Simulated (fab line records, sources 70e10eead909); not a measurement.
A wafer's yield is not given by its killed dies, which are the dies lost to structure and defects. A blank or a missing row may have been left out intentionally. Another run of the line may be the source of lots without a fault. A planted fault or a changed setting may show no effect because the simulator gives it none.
What tool caused it? :: flow nandHarc :: 72 wafers from 24 lots sampled at 5 of the route's 1159 steps

WHAT EACH GAUGE READ, for each wafer
NHARC_A_M0_INSPECT_11. Usual: rawDefectCount 35, standard deviation 15.
lot: L074
measured: day 18 00:44
on: defectInspect-01
rawDefectCount: 40 28 31
flag: 

lot: L075
measured: day 18 03:28
on: defectInspect-02
rawDefectCount: 28 22 21
flag: 

lot: L077
measured: day 18 06:01
on: defectInspect-02
rawDefectCount: 33 37 32
flag: 

lot: L076
measured: day 18 07:08
on: defectInspect-02
rawDefectCount: 9 14 9
flag: 

lot: L079
measured: day 19 01:16
on: defectInspect-01
rawDefectCount: 39 36 27
flag: 

lot: L078
measured: day 19 04:44
on: defectInspect-01
rawDefectCount: 23 27 19
flag: 

lot: L080
measured: day 19 06:02
on: defectInspect-01
rawDefectCount: 22 26 26
flag: 

lot: L081
measured: day 19 08:47
on: defectInspect-01
rawDefectCount: 38 42 44
flag: 

lot: L082
measured: day 20 04:14
on: defectInspect-01
rawDefectCount: 40 39 35
flag: 

lot: L084
measured: day 20 04:41
on: defectInspect-02
rawDefectCount: 21 28 33
flag: 

lot: L085
measured: day 20 19:25
on: defectInspect-02
rawDefectCount: 38 38 41
flag: 

lot: L083
measured: day 20 22:58
on: defectInspect-02
rawDefectCount: 51 40 36
flag: 

lot: L086
measured: day 21 14:37
on: defectInspect-02
rawDefectCount: 17 15 20
flag: 

lot: L087
measured: day 21 14:49
on: defectInspect-01
rawDefectCount: 56 47 52
flag: 

lot: L092
measured: day 22 06:32
on: defectInspect-01
rawDefectCount: 20 11 16
flag: 

lot: L090
measured: day 22 06:59
on: defectInspect-02
rawDefectCount: 47 36 43
flag: 

lot: L089
measured: day 22 07:16
on: defectInspect-01
rawDefectCount: 39 39 30
flag: 

lot: L091
measured: day 22 09:14
on: defectInspect-01
rawDefectCount: 48 46 57
flag: 

lot: L088
measured: day 22 09:23
on: defectInspect-01
rawDefectCount: 38 37 37
flag: 

lot: L094
measured: day 22 16:43
on: defectInspect-01
rawDefectCount: 24 15 24
flag: 

lot: L093
measured: day 22 17:27
on: defectInspect-02
rawDefectCount: 73 63 61
flag: 

lot: L095
measured: day 22 20:50
on: defectInspect-01
rawDefectCount: 66 53 59
flag: 

lot: L097
measured: day 23 03:18
on: defectInspect-02
rawDefectCount: 16 19 12
flag: 

lot: L096
measured: day 23 07:19
on: defectInspect-02
rawDefectCount: 48 39 52
flag: 

NHARC_HYBRID_BOND_OVL_MEAS_05. Usual: overlayXNm 6 nm, standard deviation 34; overlayYNm 3 nm, standard deviation 32.
lot: L074
measured: day 19 01:04
on: overlay-02
overlayXNm (nm): 45 42 -16
overlayYNm (nm): 46 -38 -17
flag: 

lot: L075
measured: day 19 01:04
on: overlay-01
overlayXNm (nm): 16 7 -21
overlayYNm (nm): 0 -61 27
flag: 

lot: L077
measured: day 19 01:05
on: overlay-02
overlayXNm (nm): -33 19 41
overlayYNm (nm): 87 5 36
flag: 

lot: L076
measured: day 19 05:25
on: overlay-01
overlayXNm (nm): 12 73 -7
overlayYNm (nm): -38 13 7
flag: 

lot: L079
measured: day 19 23:47
on: overlay-01
overlayXNm (nm): -66 18 32
overlayYNm (nm): 41 44 -37
flag: 

lot: L078
measured: day 19 23:47
on: overlay-02
overlayXNm (nm): -12 7 -17
overlayYNm (nm): -33 3 -10
flag: 

lot: L080
measured: day 19 23:48
on: overlay-02
overlayXNm (nm): 62 6 64
overlayYNm (nm): 32 -17 -4
flag: 

lot: L081
measured: day 20 05:57
on: overlay-01
overlayXNm (nm): -26 31 8
overlayYNm (nm): 89 17 -59
flag: 

lot: L082
measured: day 21 04:40
on: overlay-01
overlayXNm (nm): -14 -54 -34
overlayYNm (nm): -60 32 21
flag: 

lot: L084
measured: day 21 04:40
on: overlay-02
overlayXNm (nm): -28 -33 7
overlayYNm (nm): 31 27 -52
flag: 

lot: L085
measured: day 21 17:02
on: overlay-01
overlayXNm (nm): -8 -5 -13
overlayYNm (nm): 17 18 13
flag: 

lot: L083
measured: day 21 17:02
on: overlay-02
overlayXNm (nm): 58 -9 -5
overlayYNm (nm): 25 -1 12
flag: 

lot: L086
measured: day 22 14:04
on: overlay-02
overlayXNm (nm): 12 -59 -13
overlayYNm (nm): 63 -3 -27
flag: 

lot: L087
measured: day 22 14:04
on: overlay-01
overlayXNm (nm): -17 -12 42
overlayYNm (nm): 30 -12 27
flag: 

lot: L092
measured: day 23 03:48
on: overlay-02
overlayXNm (nm): -9 -51 -14
overlayYNm (nm): -3 2 -3
flag: 

lot: L090
measured: day 23 03:49
on: overlay-01
overlayXNm (nm): -20 -84 -51
overlayYNm (nm): 6 -39 -8
flag: 

lot: L089
measured: day 23 03:49
on: overlay-02
overlayXNm (nm): 29 -11 -13
overlayYNm (nm): -73 38 44
flag: 

lot: L091
measured: day 23 08:09
on: overlay-01
overlayXNm (nm): 40 -10 -30
overlayYNm (nm): -17 66 -33
flag: 

lot: L088
measured: day 23 08:10
on: overlay-02
overlayXNm (nm): -7 -25 -23
overlayYNm (nm): 34 -26 0
flag: 

lot: L094
measured: day 23 13:51
on: overlay-01
overlayXNm (nm): -39 44 1
overlayYNm (nm): -46 -13 15
flag: 

lot: L093
measured: day 23 13:51
on: overlay-02
overlayXNm (nm): 34 33 35
overlayYNm (nm): 5 18 20
flag: 

lot: L095
measured: day 23 20:45
on: overlay-02
overlayXNm (nm): 7 24 71
overlayYNm (nm): 12 13 22
flag: 

lot: L097
measured: day 24 00:52
on: overlay-02
overlayXNm (nm): 3 -13 45
overlayYNm (nm): 4 -23 -15
flag: 

lot: L096
measured: day 24 06:44
on: overlay-01
overlayXNm (nm): 60 17 34
overlayYNm (nm): 50 -38 15
flag: 

EACH LOT AND THE TOOL THAT RAN IT (in order: tool; ch and the chambers of the sampled wafers; start)
lot: L074
NHARC_A_M0_DESCUM_14: rieDiel-04 ch 1,3, day 18 00:48
NHARC_A_M1_ETCH_35: rieDiel-05 ch 1,2,3, day 18 05:05
NHARC_A_BONDPAD_DEP_00: pecvd-03 ch 1, day 18 08:35

lot: L075
NHARC_A_M0_DESCUM_14: rieDiel-02 ch 0,3, day 18 03:32
NHARC_A_M1_ETCH_35: rieDiel-05 ch 1,2, day 18 08:42
NHARC_A_BONDPAD_DEP_00: pecvd-02 ch 0,2, day 18 12:02

lot: L077
NHARC_A_M0_DESCUM_14: rieDiel-02 ch 1,2, day 18 06:04
NHARC_A_M1_ETCH_35: rieDiel-11 ch 1,3, day 18 10:12
NHARC_A_BONDPAD_DEP_00: pecvd-02 ch 1,2, day 18 14:06

lot: L076
NHARC_A_M0_DESCUM_14: rieDiel-04 ch 1,2,3, day 18 07:13
NHARC_A_M1_ETCH_35: rieDiel-11 ch 0,1,2, day 18 11:26
NHARC_A_BONDPAD_DEP_00: pecvd-04 ch 0,2, day 18 14:54

lot: L079
NHARC_A_M0_DESCUM_14: rieDiel-13 ch 0,1,3, day 19 01:20
NHARC_A_M1_ETCH_35: rieDiel-11 ch 1,2,3, day 19 05:25
NHARC_A_BONDPAD_DEP_00: pecvd-03 ch 1,2, day 19 23:47 or earlier

lot: L078
NHARC_A_M0_DESCUM_14: rieDiel-02 ch 0,1,2, day 19 04:48
NHARC_A_M1_ETCH_35: rieDiel-05 ch 0,1, day 19 09:10
NHARC_A_BONDPAD_DEP_00: pecvd-03 ch 0,2, day 19 12:34

lot: L080
NHARC_A_M0_DESCUM_14: rieDiel-04 ch 1,3, day 19 06:05
NHARC_A_M1_ETCH_35: rieDiel-12 ch 0,1,2, day 19 10:17
NHARC_A_BONDPAD_DEP_00: pecvd-04 ch 1,2, day 19 13:31

lot: L081
NHARC_A_M0_DESCUM_14: rieDiel-02 ch 0,3, day 19 08:51
NHARC_A_M1_ETCH_35: rieDiel-12 ch 0,1,2, day 19 12:53
NHARC_A_BONDPAD_DEP_00: pecvd-04 ch 1,2, day 19 16:07

lot: L082
NHARC_A_M0_DESCUM_14: rieDiel-02 ch 0,2, day 20 04:19
NHARC_A_M1_ETCH_35: rieDiel-12 ch 0,1,3, day 20 08:37
NHARC_A_BONDPAD_DEP_00: pecvd-04 ch 0,1,2, day 20 11:57

lot: L084
NHARC_A_M0_DESCUM_14: rieDiel-02 ch 0,2, day 20 04:45
NHARC_A_M1_ETCH_35: rieDiel-12 ch 0,2,3, day 20 09:03
NHARC_A_BONDPAD_DEP_00: pecvd-03 ch 0,2, day 20 12:24

lot: L085
NHARC_A_M0_DESCUM_14: rieDiel-02 ch 0,1,2, day 20 19:29
NHARC_A_M1_ETCH_35: rieDiel-11 ch 0,1,3, day 20 23:48
NHARC_A_BONDPAD_DEP_00: pecvd-02 ch 0,2, day 21 03:08

lot: L083
NHARC_A_M0_DESCUM_14: rieDiel-13 ch 1,2, day 20 23:02
NHARC_A_M1_ETCH_35: rieDiel-11 ch 1,3, day 21 03:13
NHARC_A_BONDPAD_DEP_00: pecvd-04 ch 1,2, day 21 17:02 or earlier

lot: L086
NHARC_A_M0_DESCUM_14: rieDiel-02 ch 0,2,3, day 21 14:41
NHARC_A_M1_ETCH_35: rieDiel-11 ch 1,2, day 21 18:42
NHARC_A_BONDPAD_DEP_00: pecvd-02 ch 0,1,2, day 21 21:54

lot: L087
NHARC_A_M0_DESCUM_14: rieDiel-04 ch 1,2,3, day 21 14:53
NHARC_A_M1_ETCH_35: rieDiel-12 ch 0,2,3, day 21 19:00
NHARC_A_BONDPAD_DEP_00: pecvd-03 ch 0,2, day 21 22:11

lot: L092
NHARC_A_M0_DESCUM_14: rieDiel-04 ch 0,1,2, day 22 06:35
NHARC_A_M1_ETCH_35: rieDiel-11 ch 1,2,3, day 22 10:37
NHARC_A_BONDPAD_DEP_00: pecvd-03 ch 0,1, day 22 13:50

lot: L090
NHARC_A_M0_DESCUM_14: rieDiel-04 ch 0,2,3, day 22 07:09
NHARC_A_M1_ETCH_35: rieDiel-05 ch 0,3, day 22 11:17
NHARC_A_BONDPAD_DEP_00: pecvd-03 ch 1,2, day 22 14:43

lot: L089
NHARC_A_M0_DESCUM_14: rieDiel-13 ch 0,2, day 22 07:20
NHARC_A_M1_ETCH_35: rieDiel-11 ch 1,2,3, day 22 11:26
NHARC_A_BONDPAD_DEP_00: pecvd-03 ch 0,1, day 23 03:49 or earlier

lot: L091
NHARC_A_M0_DESCUM_14: rieDiel-04 ch 0,2,3, day 22 09:19
NHARC_A_M1_ETCH_35: rieDiel-05 ch 0,1,2, day 22 13:28
NHARC_A_BONDPAD_DEP_00: pecvd-04 ch 0,1, day 23 08:09 or earlier

lot: L088
NHARC_A_M0_DESCUM_14: rieDiel-04 ch 0,2, day 22 09:26
NHARC_A_M1_ETCH_35: rieDiel-11 ch 1,2,3, day 22 13:44
NHARC_A_BONDPAD_DEP_00: pecvd-03 ch 0,1,2, day 23 08:10 or earlier

lot: L094
NHARC_A_M0_DESCUM_14: rieDiel-02 ch 0,2,3, day 22 16:47
NHARC_A_M1_ETCH_35: rieDiel-12 ch 0,1,2, day 22 20:52
NHARC_A_BONDPAD_DEP_00: pecvd-04 ch 0,1,2, day 23 00:05

lot: L093
NHARC_A_M0_DESCUM_14: rieDiel-04 ch 0,1,2, day 22 17:32
NHARC_A_M1_ETCH_35: rieDiel-12 ch 0,1,2, day 22 21:53
NHARC_A_BONDPAD_DEP_00: pecvd-02 ch 0,1,2, day 23 01:10

lot: L095
NHARC_A_M0_DESCUM_14: rieDiel-02 ch 0,1,2, day 22 20:55
NHARC_A_M1_ETCH_35: rieDiel-05 ch 0,1,3, day 23 01:14
NHARC_A_BONDPAD_DEP_00: pecvd-04 ch 1,2, day 23 04:50

lot: L097
NHARC_A_M0_DESCUM_14: rieDiel-13 ch 1,2,3, day 23 03:22
NHARC_A_M1_ETCH_35: rieDiel-11 ch 1,2,3, day 23 07:26
NHARC_A_BONDPAD_DEP_00: pecvd-03 ch 0,1, day 24 00:52 or earlier

lot: L096
NHARC_A_M0_DESCUM_14: rieDiel-13 ch 0,1, day 23 07:23
NHARC_A_M1_ETCH_35: rieDiel-05 ch 0,1, day 23 11:26
NHARC_A_BONDPAD_DEP_00: pecvd-02 ch 0,1,2, day 23 14:38
- NHARC_A_M0_DESCUM_14: chemistry O2, time 3 s.
- NHARC_A_M1_ETCH_35: etches the open film in N2/H2, target depth 40 nm, overetch 12 nm, time 43.94 s.
- NHARC_A_BONDPAD_DEP_00: deposits SiCN, target thk 250 nm.

WHAT THE TOOLS THEMSELVES READ (means of the sampled wafers that have a number; where no wafer has one, the mark that the record gives instead)
NHARC_A_M0_DESCUM_14. Usual: chamberPressureMTorr is 60.00 mTorr with standard deviation 0.052, drypumpMotorCurrentA is 5.6 A with standard deviation 0.39, o2FlowSccm is 200.0 sccm with standard deviation 0.64, oesProductAu is 1.004 a.u. with standard deviation 0.01, rfVppV is 58.0 V with standard deviation 0.95, showerheadPlenumPTorr is 1.95 Torr with standard deviation 0.08, and throttleValvePct is 11.312 % with standard deviation 0.0087.
lot: L074
tool: rieDiel-04
chamberPressureMTorr (mTorr): 59.93
drypumpMotorCurrentA (A): 5.4
o2FlowSccm (sccm): 199.3
oesProductAu (a.u.): 0.991
rfVppV (V): 58.6
showerheadPlenumPTorr (Torr): 2.03
throttleValvePct (%): 11.318
flag: 

lot: L075
tool: rieDiel-02
chamberPressureMTorr (mTorr): 60.02
drypumpMotorCurrentA (A): 5.3
o2FlowSccm (sccm): 200.5
oesProductAu (a.u.): 0.997
rfVppV (V): 59.1
showerheadPlenumPTorr (Torr): 1.97
throttleValvePct (%): 11.314
flag: 

lot: L077
tool: rieDiel-02
chamberPressureMTorr (mTorr): 60.01
drypumpMotorCurrentA (A): 5.6
o2FlowSccm (sccm): 199.7
oesProductAu (a.u.): 0.996
rfVppV (V): 57.9
showerheadPlenumPTorr (Torr): 1.99
throttleValvePct (%): 11.312
flag: 

lot: L076
tool: rieDiel-04
chamberPressureMTorr (mTorr): 60.03
drypumpMotorCurrentA (A): 5.6
o2FlowSccm (sccm): 199.7
oesProductAu (a.u.): 0.998
rfVppV (V): 57.4
showerheadPlenumPTorr (Torr): 1.97
throttleValvePct (%): 11.313
flag: 

lot: L079
tool: rieDiel-13
chamberPressureMTorr (mTorr): 60.04
drypumpMotorCurrentA (A): 5.9
o2FlowSccm (sccm): 199.7
oesProductAu (a.u.): 1.001
rfVppV (V): 57.9
showerheadPlenumPTorr (Torr): 1.91
throttleValvePct (%): 11.306
flag: 

lot: L078
tool: rieDiel-02
chamberPressureMTorr (mTorr): 60.02
drypumpMotorCurrentA (A): 5.6
o2FlowSccm (sccm): 200.2
oesProductAu (a.u.): 1.004
rfVppV (V): 57.4
showerheadPlenumPTorr (Torr): 1.97
throttleValvePct (%): 11.312
flag: 

lot: L080
tool: rieDiel-04
chamberPressureMTorr (mTorr): 60.02
drypumpMotorCurrentA (A): 5.4
o2FlowSccm (sccm): 199.8
oesProductAu (a.u.): 1.003
rfVppV (V): 57.4
showerheadPlenumPTorr (Torr): 2.03
throttleValvePct (%): 11.317
flag: 

lot: L081
tool: rieDiel-02
chamberPressureMTorr (mTorr): 60.01
drypumpMotorCurrentA (A): 5.3
o2FlowSccm (sccm): 199.2
oesProductAu (a.u.): 0.998
rfVppV (V): 57.6
showerheadPlenumPTorr (Torr): 1.97
throttleValvePct (%): 11.312
flag: 

lot: L082
tool: rieDiel-02
chamberPressureMTorr (mTorr): 60.01
drypumpMotorCurrentA (A): 5.5
o2FlowSccm (sccm): 199.2
oesProductAu (a.u.): 0.998
rfVppV (V): 58.6
showerheadPlenumPTorr (Torr): 1.97
throttleValvePct (%): 11.312
flag: 

lot: L084
tool: rieDiel-02
chamberPressureMTorr (mTorr): 60.04
drypumpMotorCurrentA (A): 5.5
o2FlowSccm (sccm): 199.9
oesProductAu (a.u.): 1.011
rfVppV (V): 57.7
showerheadPlenumPTorr (Torr): 1.97
throttleValvePct (%): 11.319
flag: 

lot: L085
tool: rieDiel-02
chamberPressureMTorr (mTorr): 60.00
drypumpMotorCurrentA (A): 5.6
o2FlowSccm (sccm): 200.5
oesProductAu (a.u.): 1.008
rfVppV (V): 58.3
showerheadPlenumPTorr (Torr): 1.97
throttleValvePct (%): 11.316
flag: 

lot: L083
tool: rieDiel-13
chamberPressureMTorr (mTorr): 59.99
drypumpMotorCurrentA (A): 6.0
o2FlowSccm (sccm): 200.1
oesProductAu (a.u.): 0.998
rfVppV (V): 57.8
showerheadPlenumPTorr (Torr): 1.85
throttleValvePct (%): 11.318
flag: 

lot: L086
tool: rieDiel-02
chamberPressureMTorr (mTorr): 60.04
drypumpMotorCurrentA (A): 5.3
o2FlowSccm (sccm): 200.3
oesProductAu (a.u.): 1.004
rfVppV (V): 58.2
showerheadPlenumPTorr (Torr): 1.99
throttleValvePct (%): 11.304
flag: 

lot: L087
tool: rieDiel-04
chamberPressureMTorr (mTorr): 59.94
drypumpMotorCurrentA (A): 5.7
o2FlowSccm (sccm): 200.4
oesProductAu (a.u.): 1.005
rfVppV (V): 58.4
showerheadPlenumPTorr (Torr): 1.96
throttleValvePct (%): 11.308
flag: 

lot: L092
tool: rieDiel-04
chamberPressureMTorr (mTorr): 59.97
drypumpMotorCurrentA (A): 5.9
o2FlowSccm (sccm): 199.9
oesProductAu (a.u.): 1.003
rfVppV (V): 57.1
showerheadPlenumPTorr (Torr): 1.95
throttleValvePct (%): 11.315
flag: 

lot: L090
tool: rieDiel-04
chamberPressureMTorr (mTorr): 60.02
drypumpMotorCurrentA (A): 5.8
o2FlowSccm (sccm): 199.9
oesProductAu (a.u.): 0.996
rfVppV (V): 57.8
showerheadPlenumPTorr (Torr): 1.94
throttleValvePct (%): 11.316
flag: 

lot: L089
tool: rieDiel-13
chamberPressureMTorr (mTorr): 59.99
drypumpMotorCurrentA (A): 6.0
o2FlowSccm (sccm): 200.5
oesProductAu (a.u.): 1.015
rfVppV (V): 57.4
showerheadPlenumPTorr (Torr): 1.78
throttleValvePct (%): 11.311
flag: 

lot: L091
tool: rieDiel-04
chamberPressureMTorr (mTorr): 59.99
drypumpMotorCurrentA (A): 5.8
o2FlowSccm (sccm): 199.6
oesProductAu (a.u.): 0.998
rfVppV (V): 57.4
showerheadPlenumPTorr (Torr): 1.94
throttleValvePct (%): 11.303
flag: 

lot: L088
tool: rieDiel-04
chamberPressureMTorr (mTorr): 59.98
drypumpMotorCurrentA (A): 6.1
o2FlowSccm (sccm): 200.0
oesProductAu (a.u.): 1.003
rfVppV (V): 58.1
showerheadPlenumPTorr (Torr): 1.88
throttleValvePct (%): 11.318
flag: 

lot: L094
tool: rieDiel-02
chamberPressureMTorr (mTorr): 60.04
drypumpMotorCurrentA (A): 5.3
o2FlowSccm (sccm): 199.8
oesProductAu (a.u.): 1.002
rfVppV (V): 58.2
showerheadPlenumPTorr (Torr): 1.99
throttleValvePct (%): 11.311
flag: 

lot: L093
tool: rieDiel-04
chamberPressureMTorr (mTorr): 59.98
drypumpMotorCurrentA (A): 5.9
o2FlowSccm (sccm): 200.7
oesProductAu (a.u.): 1.007
rfVppV (V): 58.0
showerheadPlenumPTorr (Torr): 1.95
throttleValvePct (%): 11.304
flag: 

lot: L095
tool: rieDiel-02
chamberPressureMTorr (mTorr): 59.99
drypumpMotorCurrentA (A): 5.6
o2FlowSccm (sccm): 200.0
oesProductAu (a.u.): 1.004
rfVppV (V): 58.5
showerheadPlenumPTorr (Torr): 1.97
throttleValvePct (%): 11.307
flag: 

lot: L097
tool: rieDiel-13
chamberPressureMTorr (mTorr): 59.94
drypumpMotorCurrentA (A): 5.9
o2FlowSccm (sccm): 199.9
oesProductAu (a.u.): 1.014
rfVppV (V): 57.6
showerheadPlenumPTorr (Torr): 1.90
throttleValvePct (%): 11.311
flag: 

lot: L096
tool: rieDiel-13
chamberPressureMTorr (mTorr): 59.98
drypumpMotorCurrentA (A): 5.9
o2FlowSccm (sccm): 199.8
oesProductAu (a.u.): 1.000
rfVppV (V): 57.6
showerheadPlenumPTorr (Torr): 1.85
throttleValvePct (%): 11.315
flag: 

NHARC_A_M1_ETCH_35. Usual: chamberPressureMTorr 30.005 mTorr, standard deviation 0.028; drypumpMotorCurrentA 5.8 A, standard deviation 0.5; oesProductAu 1.006 a.u., standard deviation 0.012; rfVppV 430.0 V, standard deviation 2.1; showerheadPlenumPTorr 2.02 Torr, standard deviation 0.072; throttleValvePct 14.170 %, standard deviation 0.009.
lot: L074
tool: rieDiel-05
chamberPressureMTorr (mTorr): 30.005
drypumpMotorCurrentA (A): 5.8
oesProductAu (a.u.): 0.990
rfVppV (V): 429.1
showerheadPlenumPTorr (Torr): 1.99
throttleValvePct (%): 14.167
flag: 

lot: L075
tool: rieDiel-05
chamberPressureMTorr (mTorr): 29.999
drypumpMotorCurrentA (A): 6.3
oesProductAu (a.u.): 0.983
rfVppV (V): 430.2
showerheadPlenumPTorr (Torr): 2.03
throttleValvePct (%): 14.180
flag: 

lot: L077
tool: rieDiel-11
chamberPressureMTorr (mTorr): 29.988
drypumpMotorCurrentA (A): 5.5
oesProductAu (a.u.): 1.003
rfVppV (V): 429.0
showerheadPlenumPTorr (Torr): 1.96
throttleValvePct (%): 14.170
flag: 

lot: L076
tool: rieDiel-11
chamberPressureMTorr (mTorr): 30.012
drypumpMotorCurrentA (A): 5.8
oesProductAu (a.u.): 1.018
rfVppV (V): 428.9
showerheadPlenumPTorr (Torr): 1.98
throttleValvePct (%): 14.168
flag: 

lot: L079
tool: rieDiel-11
chamberPressureMTorr (mTorr): 29.990
drypumpMotorCurrentA (A): 5.9
oesProductAu (a.u.): 1.005
rfVppV (V): 428.3
showerheadPlenumPTorr (Torr): 1.98
throttleValvePct (%): 14.170
flag: 

lot: L078
tool: rieDiel-05
chamberPressureMTorr (mTorr): 30.014
drypumpMotorCurrentA (A): 6.4
oesProductAu (a.u.): 0.997
rfVppV (V): 430.2
showerheadPlenumPTorr (Torr): 2.02
throttleValvePct (%): 14.182
flag: 

lot: L080
tool: rieDiel-12
chamberPressureMTorr (mTorr): 30.022
drypumpMotorCurrentA (A): 5.5
oesProductAu (a.u.): 1.017
rfVppV (V): 430.9
showerheadPlenumPTorr (Torr): 2.07
throttleValvePct (%): 14.161
flag: 

lot: L081
tool: rieDiel-12
chamberPressureMTorr (mTorr): 30.024
drypumpMotorCurrentA (A): 5.6
oesProductAu (a.u.): 1.011
rfVppV (V): 431.0
showerheadPlenumPTorr (Torr): 2.07
throttleValvePct (%): 14.177
flag: 

lot: L082
tool: rieDiel-12
chamberPressureMTorr (mTorr): 30.025
drypumpMotorCurrentA (A): 5.6
oesProductAu (a.u.): 1.017
rfVppV (V): 433.1
showerheadPlenumPTorr (Torr): 2.13
throttleValvePct (%): 14.168
flag: 

lot: L084
tool: rieDiel-12
chamberPressureMTorr (mTorr): 29.997
drypumpMotorCurrentA (A): 5.4
oesProductAu (a.u.): 1.013
rfVppV (V): 430.8
showerheadPlenumPTorr (Torr): 2.04
throttleValvePct (%): 14.167
flag: 

lot: L085
tool: rieDiel-11
chamberPressureMTorr (mTorr): 29.983
drypumpMotorCurrentA (A): 5.6
oesProductAu (a.u.): 1.000
rfVppV (V): 429.5
showerheadPlenumPTorr (Torr): 1.98
throttleValvePct (%): 14.171
flag: 

lot: L083
tool: rieDiel-11
chamberPressureMTorr (mTorr): 29.999
drypumpMotorCurrentA (A): 5.6
oesProductAu (a.u.): 1.006
rfVppV (V): 429.2
showerheadPlenumPTorr (Torr): 1.98
throttleValvePct (%): 14.162
flag: 

lot: L086
tool: rieDiel-11
chamberPressureMTorr (mTorr): 29.989
drypumpMotorCurrentA (A): 6.1
oesProductAu (a.u.): 1.009
rfVppV (V): 428.4
showerheadPlenumPTorr (Torr): 1.98
throttleValvePct (%): 14.167
flag: 

lot: L087
tool: rieDiel-12
chamberPressureMTorr (mTorr): 29.987
drypumpMotorCurrentA (A): 5.4
oesProductAu (a.u.): 1.010
rfVppV (V): 431.2
showerheadPlenumPTorr (Torr): 2.04
throttleValvePct (%): 14.175
flag: 

lot: L092
tool: rieDiel-11
chamberPressureMTorr (mTorr): 29.990
drypumpMotorCurrentA (A): 5.9
oesProductAu (a.u.): 1.000
rfVppV (V): 428.2
showerheadPlenumPTorr (Torr): 1.98
throttleValvePct (%): 14.167
flag: 

lot: L090
tool: rieDiel-05
chamberPressureMTorr (mTorr): 30.029
drypumpMotorCurrentA (A): 5.6
oesProductAu (a.u.): 0.998
rfVppV (V): 428.2
showerheadPlenumPTorr (Torr): 1.95
throttleValvePct (%): 14.167
flag: 

lot: L089
tool: rieDiel-11
chamberPressureMTorr (mTorr): 30.009
drypumpMotorCurrentA (A): 5.9
oesProductAu (a.u.): 0.996
rfVppV (V): 429.4
showerheadPlenumPTorr (Torr): 1.98
throttleValvePct (%): 14.179
flag: 

lot: L091
tool: rieDiel-05
chamberPressureMTorr (mTorr): 30.026
drypumpMotorCurrentA (A): 6.2
oesProductAu (a.u.): 0.994
rfVppV (V): 429.4
showerheadPlenumPTorr (Torr): 2.02
throttleValvePct (%): 14.170
flag: 

lot: L088
tool: rieDiel-11
chamberPressureMTorr (mTorr): 30.013
drypumpMotorCurrentA (A): 5.9
oesProductAu (a.u.): 0.993
rfVppV (V): 428.5
showerheadPlenumPTorr (Torr): 1.98
throttleValvePct (%): 14.164
flag: 

lot: L094
tool: rieDiel-12
chamberPressureMTorr (mTorr): 29.982
drypumpMotorCurrentA (A): 5.6
oesProductAu (a.u.): 1.013
rfVppV (V): 431.2
showerheadPlenumPTorr (Torr): 2.07
throttleValvePct (%): 14.164
flag: 

lot: L093
tool: rieDiel-12
chamberPressureMTorr (mTorr): 30.004
drypumpMotorCurrentA (A): 5.5
oesProductAu (a.u.): 1.007
rfVppV (V): 431.5
showerheadPlenumPTorr (Torr): 2.07
throttleValvePct (%): 14.171
flag: 

lot: L095
tool: rieDiel-05
chamberPressureMTorr (mTorr): 30.016
drypumpMotorCurrentA (A): 6.1
oesProductAu (a.u.): 0.988
rfVppV (V): 429.1
showerheadPlenumPTorr (Torr): 1.99
throttleValvePct (%): 14.174
flag: 

lot: L097
tool: rieDiel-11
chamberPressureMTorr (mTorr): 30.026
drypumpMotorCurrentA (A): 5.9
oesProductAu (a.u.): 1.002
rfVppV (V): 428.8
showerheadPlenumPTorr (Torr): 1.98
throttleValvePct (%): 14.169
flag: 

lot: L096
tool: rieDiel-05
chamberPressureMTorr (mTorr): 29.997
drypumpMotorCurrentA (A): 6.5
oesProductAu (a.u.): 1.001
rfVppV (V): 429.6
showerheadPlenumPTorr (Torr): 2.02
throttleValvePct (%): 14.176
flag: 

NHARC_A_BONDPAD_DEP_00. Usual: heaterPowerW 601 W, standard deviation 64; susceptorTempC 370.00 C, standard deviation 0.23.
lot: L074
tool: pecvd-03
heaterPowerW (W): 550
susceptorTempC (C): 369.75
flag: 

lot: L075
tool: pecvd-02
heaterPowerW (W): 574
susceptorTempC (C): 370.01
flag: 

lot: L077
tool: pecvd-02
heaterPowerW (W): 545
susceptorTempC (C): 370.07
flag: 

lot: L076
tool: pecvd-04
heaterPowerW (W): 568
susceptorTempC (C): 370.04
flag: 

lot: L079
tool: pecvd-03
heaterPowerW (W): 601
susceptorTempC (C): 370.03
flag: 

lot: L078
tool: pecvd-03
heaterPowerW (W): 597
susceptorTempC (C): 370.21
flag: 

lot: L080
tool: pecvd-04
heaterPowerW (W): 559
susceptorTempC (C): 369.99
flag: 

lot: L081
tool: pecvd-04
heaterPowerW (W): 590
susceptorTempC (C): 369.84
flag: 

lot: L082
tool: pecvd-04
heaterPowerW (W): 588
susceptorTempC (C): 370.15
flag: 

lot: L084
tool: pecvd-03
heaterPowerW (W): 636
susceptorTempC (C): 370.08
flag: 

lot: L085
tool: pecvd-02
heaterPowerW (W): 530
susceptorTempC (C): 370.00
flag: 

lot: L083
tool: pecvd-04
heaterPowerW (W): 594
susceptorTempC (C): 369.97
flag: 

lot: L086
tool: pecvd-02
heaterPowerW (W): 569
susceptorTempC (C): 369.95
flag: 

lot: L087
tool: pecvd-03
heaterPowerW (W): 581
susceptorTempC (C): 370.34
flag: 

lot: L092
tool: pecvd-03
heaterPowerW (W): 577
susceptorTempC (C): 370.00
flag: 

lot: L090
tool: pecvd-03
heaterPowerW (W): 623
susceptorTempC (C): 370.00
flag: 

lot: L089
tool: pecvd-03
heaterPowerW (W): 560
susceptorTempC (C): 369.95
flag: 

lot: L091
tool: pecvd-04
heaterPowerW (W): 695
susceptorTempC (C): 369.91
flag: 

lot: L088
tool: pecvd-03
heaterPowerW (W): 605
susceptorTempC (C): 370.17
flag: 

lot: L094
tool: pecvd-04
heaterPowerW (W): 622
susceptorTempC (C): 369.87
flag: 

lot: L093
tool: pecvd-02
heaterPowerW (W): 598
susceptorTempC (C): 369.83
flag: 

lot: L095
tool: pecvd-04
heaterPowerW (W): 565
susceptorTempC (C): 370.30
flag: 

lot: L097
tool: pecvd-03
heaterPowerW (W): 599
susceptorTempC (C): 369.83
flag: 

lot: L096
tool: pecvd-02
heaterPowerW (W): 568
susceptorTempC (C): 370.01
flag: 

THE ANSWER, worked out from the rows above alone
Rule: a lot counts as off when the mean over its wafers that have a number is more than 3 standard deviations away from the usual mean. Also off: a lot with no number at a reading for which 4 or more lots have one. All remaining lots with rows at the step are treated as sound. Order of review: gauges by route order, followed by the tools' own readings, for which a lot's mean as printed above is used. The first step at which some lot is off is used, and at that step the reading that is off furthest; a lot without a number counts as furthest.
No lot is off on any of the readings shown, so nothing can be concluded from this.

WHAT WAS PUT IN BY THE SIMULATOR
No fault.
